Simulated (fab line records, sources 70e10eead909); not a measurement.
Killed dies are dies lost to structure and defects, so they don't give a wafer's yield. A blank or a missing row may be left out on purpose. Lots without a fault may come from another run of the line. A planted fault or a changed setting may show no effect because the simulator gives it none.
fab line records | flow nand_harc
record lots=12 wafers=36 last_day=33
route steps=1302 shown P_GATE@202 P_CONTACT@219 END@1302
lots that met no fault: from a run of the same line without faults
start_h: hours from the record's first day to the start of the lot's first wafer shown | wait_h: hours since the lot's step before | " the same as in the row above | L1.1+2: a row that stands for several wafers | - no value, or no start given | * or withheld: withheld | < > ~ a bound
route shown NAME@n: a module of which the file shows steps, and the number in the route of the first | usual: mean/standard deviation of fault-free wafers | same: alike in all rows | chamber/n: place in a boat | sites: the reading at each site | _std_site: their standard deviation | _edge_site: outer sites' mean less inner sites' | radius_mm: how far each site lies from the wafer's centre | mask NAME#n: copy n | behind: the tool/chamber that last shaped the wafer | hold: why the lot was held/for how many hours/how that ended | device: the transistor (n, p or np) that didn't switch | end of line: the same wafers' tests at the end of the route | a step without rows: its recipe alone | killed: dies lost to structure and defects at the first sort, not the wafer's yield | map: a wafer's dies, x killed, . not, _ none there
set.NAME: the setting as run; set.NAME@STEP: as run at that earlier step | model.NAME: the simulator's own value behind a step, which no gauge read
steps of the route over a sample of lots; a table a step, a row a wafer
services: from which hour (start_h, from the record's first day; less than 0 if before it) a tool's chamber was out of use, for how many hours, and why
## steps
# step NHARC_P_GATE_DESCUM_93
# recipe time_s=3 o2_flow_sccm=200 ar_flow_sccm=0 bias_power_w=0 chemistry=O2
# usual drypump_motor_current_A=5.9/0.49 o2_flow_sccm=199.9/0.58 oes_product_au=0.999/0.014 rf_vpp_V=58.0/0.88 showerhead_plenum_p_Torr=1.97/0.076 throttle_valve_pct=11.311/0.0093
# same time_s=3
# columns lot.wafer tool chamber start_h wait_h drypump_motor_current_A o2_flow_sccm oes_product_au rf_hours_counter_h rf_vpp_V showerhead_plenum_p_Torr throttle_valve_pct
L575.1 rie_diel-13 3 125.75 - 6.3 200.0 0.985 6.6 56.1 1.87 11.316
L575.4 " 0 " " 5.8 200.2 1.014 7.8 59.7 2.05 11.312
L575.5 " 2 " " 6.1 200.0 1.033 - 59.2 1.96 11.299
L574.4 rie_diel-05 3 126.08 - 6.7 200.0 0.994 2.5 58.6 1.97 11.318
L574.3 " 1 " " 5.7 198.9 0.987 3.7 58.4 2.00 11.290
L574.5 " 3 " " 6.7 200.8 0.996 - 57.6 1.97 11.307
L576.4 rie_diel-02 2 138.10 - 5.7 198.6 1.006 3.5 57.4 2.04 11.317
L576.3 " 3 " " 5.6 200.6 0.988 3.2 55.9 1.87 11.319
L576.1 " 0 " " 6.7 199.9 0.966 3.2 57.1 1.84 11.313
L581.3 rie_diel-13 1 180.00 - 5.9 199.9 0.987 0.4 58.7 1.91 11.308
L581.1 " 3 " " 6.3 199.1 0.984 0.8 56.5 1.87 11.304
L581.5 " 1 " " 5.9 199.7 0.993 - 58.7 1.91 11.312
L583.4 rie_diel-05 2 203.67 - 6.0 199.2 0.997 8.0 58.9 2.06 11.308
L583.2 " 3 " " 6.7 200.1 0.993 7.0 59.3 1.97 11.321
L583.5 " 2 " " 6.0 199.5 0.992 - 58.2 2.07 11.319
L587.1 rie_diel-13 2 255.94 - 6.1 199.6 1.021 5.7 57.1 1.95 11.305
L587.3 " 0 " " 5.8 199.8 0.991 4.4 59.2 2.05 11.299
L587.4 " 1 " " 5.9 201.3 0.982 5.0 57.3 1.91 11.311
L588.4 rie_diel-02 2 260.00 - 5.8 200.3 1.009 0.7 58.5 2.04 11.293
L588.3 " 1 " " 4.9 200.5 0.986 1.0 57.5 1.82 11.313
L588.6 " 2 " " 5.7 200.1 1.010 - 59.4 2.04 11.318
L591.1 rie_diel-05 0 280.87 - 5.2 200.0 0.996 2.1 58.2 2.00 11.304
L591.2 " 1 " " 5.7 199.7 1.010 1.6 58.6 2.00 11.306
L591.6 " 3 " " 6.7 199.3 1.013 - 56.5 1.97 11.315
L592.1 rie_diel-05 2 291.63 - 6.0 199.7 1.015 3.9 59.1 2.06 11.321
L592.2 " 1 " " 5.7 199.9 1.011 2.8 57.7 2.00 11.331
L592.6 " 3 " " 6.8 198.6 1.028 - 58.5 1.97 11.307
L593.1 rie_diel-05 0 300.16 - 5.2 199.6 1.000 3.9 57.6 2.00 11.300
L593.5 " 0 " " 5.2 199.1 1.013 - 57.9 2.00 11.307
L593.6 " 1 " " 5.7 199.2 1.018 - 58.1 2.00 11.302
L594.1 rie_diel-13 1 319.25 - 5.9 200.8 0.982 9.8 59.3 1.91 11.310
L594.4 " 2 " " 6.1 200.6 1.022 10.0 57.8 1.95 11.304
L594.6 " 0 " " 5.7 200.5 0.982 - 59.3 2.05 11.310
L597.4 rie_diel-05 3 343.07 - 6.7 199.1 1.013 5.3 58.4 1.96 11.308
L597.1 " 0 " " 5.2 199.6 1.008 5.4 60.0 2.00 11.305
L597.6 " 0 " " 5.2 199.9 0.997 - 59.1 2.00 11.307
# step NHARC_P_GATE_DEGAS_109
# recipe temp_c=300 time_s=60
# usual heater_power_w=467/57
# same time_s=60
# columns lot.wafer tool chamber start_h wait_h heater_power_w
L575.4 pvd_sputter-01 - 127.68 0.1 513
L575.1 " - " " 442
L575.5 " - " " 494
L574.4 pvd_sputter-02 - 128.01 0.1 371
L574.3 " - " " 459
L574.5 " - " " 384
L576.4 pvd_sputter-01 - 140.07 0.1 443
L576.3 " - " " 476
L576.1 " - " " 505
L581.1 pvd_sputter-02 - 181.97 0.1 389
L581.3 " - " " 381
L581.5 " - " " 462
L583.4 pvd_sputter-02 - 205.66 0.1 397
L583.2 " - " " 383
L583.5 " - " " 465
L587.1 pvd_sputter-03 - 258.36 0.1 413
L587.4 " - " " 587
L587.3 " - " " 455
L588.4 pvd_sputter-01 - 261.96 0.1 467
L588.3 " - " " 439
L588.6 " - " " 473
L591.2 pvd_sputter-01 - 282.80 0.1 445
L591.1 " - " " 448
L591.6 " - " " 453
L592.1 pvd_sputter-01 - 293.59 0.1 456
L592.2 " - " " 454
L592.6 " - " " 499
L593.1 pvd_sputter-03 - 302.13 0.1 474
L593.6 " - " " 524
L593.5 " - " " 458
L594.1 pvd_sputter-03 - 321.19 0.1 408
L594.4 " - " " 591
L594.6 " - " " 410
L597.4 pvd_sputter-03 - 345.05 0.1 473
L597.1 " - " " 408
L597.6 " - " " 475
# step NHARC_P_GATE_PRE_CLEAN_110
# recipe time_s=30 bias_v=200 gas=Ar
# same time_s=30
# columns lot.wafer tool chamber start_h wait_h
L575.1+4+5 pvd_sputter-01 - 127.73 -
L574.4+3+5 pvd_sputter-02 - 128.06 -
L576.4+3+1 pvd_sputter-01 - 140.12 -
L581.3+1+5 pvd_sputter-02 - 182.02 -
L583.4+2+5 pvd_sputter-02 - 205.71 -
L587.1+3+4 pvd_sputter-03 - 258.41 -
L588.3+4+6 pvd_sputter-01 - 262.01 -
L591.1+2+6 pvd_sputter-01 - 282.85 -
L592.1+2+6 pvd_sputter-01 - 293.65 -
L593.1+5+6 pvd_sputter-03 - 302.18 -
L594.1+4+6 pvd_sputter-03 - 321.24 -
L597.4+1+6 pvd_sputter-03 - 345.09 -
# step NHARC_P_GATE_INSPECT_68
# usual raw_defect_count=209/74
# columns lot.wafer tool chamber start_h wait_h raw_defect_count
L575.1 defect_inspect-02 - 128.62 0.2 180
L575.4 " - " " 103
L575.5 " - " " 210
L574.3 defect_inspect-02 - 128.96 0.1 264
L574.4 " - " " 186
L574.5 " - " " 216
L576.1 defect_inspect-02 - 141.14 0.2 218
L576.3 " - " " 290
L576.4 " - " " 262
L581.1 defect_inspect-02 - 182.92 0.2 228
L581.3 " - " " 199
L581.5 " - " " 261
L583.2 defect_inspect-02 - 206.61 0.1 1138
L583.4 " - " " 250
L583.5 " - " " 1117
L587.1 defect_inspect-02 - 259.41 0.2 145
L587.3 " - " " 144
L587.4 " - " " 147
L588.3 defect_inspect-02 - 262.91 0.1 176
L588.4 " - " " 314
L588.6 " - " " 234
L591.1 defect_inspect-02 - 283.75 0.2 289
L591.2 " - " " 129
L591.6 " - " " 394
L592.1 defect_inspect-01 - 294.54 0.2 140
L592.2 " - " " 113
L592.6 " - " " 190
L593.1 defect_inspect-01 - 303.11 0.2 113
L593.5 " - " " 100
L593.6 " - " " 100
L594.1 defect_inspect-02 - 322.14 0.2 237
L594.4 " - " " 158
L594.6 " - " " 296
L597.1 defect_inspect-01 - 346.04 0.2 138
L597.4 " - " " 216
L597.6 " - " " 153
# step NHARC_P_CONTACT_CMP_01
# recipe target_thk_nm=200 material=SiO2
# usual edge_zone_pressure_frac=1.000/0.0051 motor_current_A=11.8/0.89 slurry_filter_dp_kPa=13.51/0.15
# columns lot.wafer tool chamber start_h wait_h edge_zone_pressure_frac motor_current_A slurry_filter_dp_kPa
L575.1 cmp-02 3 129.43 - 1.001 12.4 13.40
L575.4 " 1 " " 1.001 11.0 13.43
L575.5 " 3 " " 1.002 11.6 13.59
L574.3 cmp-03 2 129.77 - 1.005 12.3 13.53
L574.4 " 0 " " 0.999 10.6 13.49
L574.5 " 1 " " 1.006 13.7 13.74
L576.1 cmp-03 3 141.92 - 1.000 12.3 13.43
L576.4 " 0 " " 0.998 10.5 13.48
L576.3 " 2 " " 1.003 11.4 13.36
L581.1 cmp-02 1 183.75 - 0.997 10.9 13.68
L581.3 " 2 " " 0.999 12.3 13.66
L581.5 " 0 " " 1.002 10.8 13.33
L583.4 cmp-03 2 207.39 - 0.999 12.1 13.50
L583.2 " 0 " " 1.003 10.2 13.41
L583.5 " 3 " " 0.998 11.9 13.38
L587.4 cmp-01 1 260.19 - 1.007 11.5 13.57
L587.1 " 2 " " 1.002 11.8 13.59
L587.3 " 3 " " 1.000 11.2 13.58
L588.4 cmp-02 0 263.69 - 0.998 10.5 13.52
L588.3 " 2 " " 1.003 12.6 13.74
L588.6 " 0 " " 1.006 10.9 13.62
L591.1 cmp-03 0 284.54 - 1.004 10.6 13.75
L591.2 " 3 " " 1.007 11.9 13.46
L591.6 " 1 " " 1.007 12.6 13.59
L592.2 cmp-01 0 295.32 - 0.993 12.7 13.61
L592.1 " 2 " " 0.998 11.9 13.49
L592.6 " 1 " " 0.999 11.8 13.60
L593.1 cmp-01 1 303.88 - 0.996 11.6 13.70
L593.5 " 1 " " 1.004 11.4 13.42
L593.6 " 2 " " 0.999 12.3 13.87
L594.1 cmp-02 0 322.95 - 0.991 10.7 13.32
L594.4 " 2 " " 1.003 13.7 13.52
L594.6 " 3 " " 1.006 11.7 13.24
L597.1 cmp-03 0 346.87 - 0.993 10.3 13.56
L597.4 " 1 " " 0.997 13.1 13.56
L597.6 " 2 " " 1.004 12.1 13.70
# step NHARC_END_SORT_01
# recipe temp_c=25
# usual killed_at_array=59/17 killed_at_other=0.9/1.6 killed_at_periphery=3.7/2.3 killed_dies=64/17 killed_open=3.3/1.8 killed_short=2.4/1.6
# same gross_dies=677
# columns lot.wafer tool chamber start_h wait_h killed_at_array killed_at_other killed_at_periphery killed_dies killed_open killed_short
L583.2 prober-01 0 667.81 2.8 64 5 101 170 3 3
L583.4 prober-01 0 669.37 3.3 78 2 3 83 5 1
L583.5 prober-01 0 670.15 3.6 58 1 106 165 2 4
L593.5 prober-01 0 750.25 3.7 34 0 4 38 2 4
L593.6 prober-01 0 751.06 4.0 39 0 3 42 5 3
# killed by level:class
L583.2 P_GATE:unspecified=95 A_CHANNEL_HOLE_D1:chamber_film_flake=33 A_CHANNEL_HOLE_D2:chamber_film_flake=21 THIN_TSV:chamber_film_flake=5 A_STAIRCASE:chamber_film_flake=3 A_WL_FILL:geometric_particle:short=2 A_SGD_CUT:chamber_film_flake=2 P_GATE:geometric_particle:open=1
L583.4 A_CHANNEL_HOLE_D1:chamber_film_flake=30 A_CHANNEL_HOLE_D2:chamber_film_flake=28 A_STAIRCASE:chamber_film_flake=5 A_CHANNEL_FILL_D2:chamber_film_flake=3 A_SGD_CUT:chamber_film_flake=3 A_M1:geometric_particle:open=2 THIN_TSV:chamber_film_flake=2 P_M0:geometric_particle:open=1
L583.5 P_GATE:unspecified=100 A_CHANNEL_HOLE_D1:chamber_film_flake=31 A_CHANNEL_HOLE_D2:chamber_film_flake=18 A_STAIRCASE:chamber_film_flake=3 P_GATE:chamber_film_flake=2 A_SGD_CUT:chamber_film_flake=2 P_GATE:geometric_particle:short=1 P_M1:geometric_particle:open=1
L593.5 A_CHANNEL_HOLE_D1:chamber_film_flake=25 A_CHANNEL_FILL_D1:geometric_particle:short=3 A_SLIT:chamber_film_flake=3 P_M1:chamber_film_flake=2 P_M0:geometric_particle:open=1 A_CONTACT:geometric_particle:open=1 A_M0:geometric_particle:short=1 P_ZERO_WELL:chamber_film_flake=1
L593.6 A_CHANNEL_HOLE_D1:chamber_film_flake=28 A_CONTACT:chamber_film_flake=2 P_CONTACT:geometric_particle:short=1 A_SOURCE_PLATE:geometric_particle:open=1 A_CHANNEL_FILL_D1:geometric_particle:short=1 A_DECK1_JOINT:chamber_film_flake=1 A_DECK1_JOINT:geometric_particle:open=1 A_CHANNEL_HOLE_D2:geometric_particle:short=1
## services
# columns tool chamber start_h hours kind
pvd_sputter-01 - 101.79 0.6 repair
pvd_sputter-02 - 108.08 10.0 pm
pvd_sputter-03 - 156.73 7.7 repair
pvd_sputter-01 - 158.63 3.7 repair
pvd_sputter-02 - 159.49 12.2 repair
cmp-03 - 162.00 4.0 pm
pvd_sputter-03 - 170.04 10.0 pm
cmp-03 - 172.72 1.3 repair
cmp-03 - 183.19 0.8 repair
rie_diel-05 3 192.28 6.1 repair
pvd_sputter-01 - 196.05 4.5 repair
cmp-03 - 197.45 1.3 repair
pvd_sputter-01 - 210.28 1.8 repair
pvd_sputter-03 - 221.01 27.1 repair
cmp-03 - 222.37 11.0 repair
rie_diel-05 - 230.04 9.0 pm
pvd_sputter-01 - 230.13 3.5 repair
rie_diel-05 3 250.10 7.9 repair
rie_diel-05 1 256.13 19.2 repair
cmp-03 - 260.00 4.0 pm
cmp-03 - 271.53 0.3 repair
pvd_sputter-02 - 286.08 10.0 pm
cmp-03 - 313.65 1.0 repair
pvd_sputter-03 - 325.70 3.4 repair
## key
first_sign step=NHARC_P_GATE_INSPECT_68 reading=raw_defect_count direction=up sigmas=12 usual=209 struck=1128
effect step=NHARC_END_SORT_01 reading=killed_at_periphery direction=up sigmas=43 usual=3.7 struck=103.5
more_kills_born_at NHARC_P_GATE_PRE_CLEAN_110@pvd_sputter-02=195
met_at NHARC_P_GATE_PRE_CLEAN_110
struck_lots L583
struck_wafers L583.2,L583.5
tester_left_out L583
not_acting_at NHARC_P_GATE_DESCUM_93,NHARC_P_GATE_DEGAS_109,NHARC_P_CONTACT_CMP_01
onset_between 182.02 205.71
fault kind=chamber_particle_source tool=pvd_sputter-02 chamber=- onset_h=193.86 steps=NHARC_P_GATE_PRE_CLEAN_110 rate_per_visit_cm2=1.4476 end_h=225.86 scope=struck_wafers_only
# tester_left_out: of these lots the tester's yield and bins aren't shown, on N5 and GAA mostly nor the transistor test; their killed dies are dies lost to structure and defects alone, not to doping, threshold or leakage, so they don't give the yield
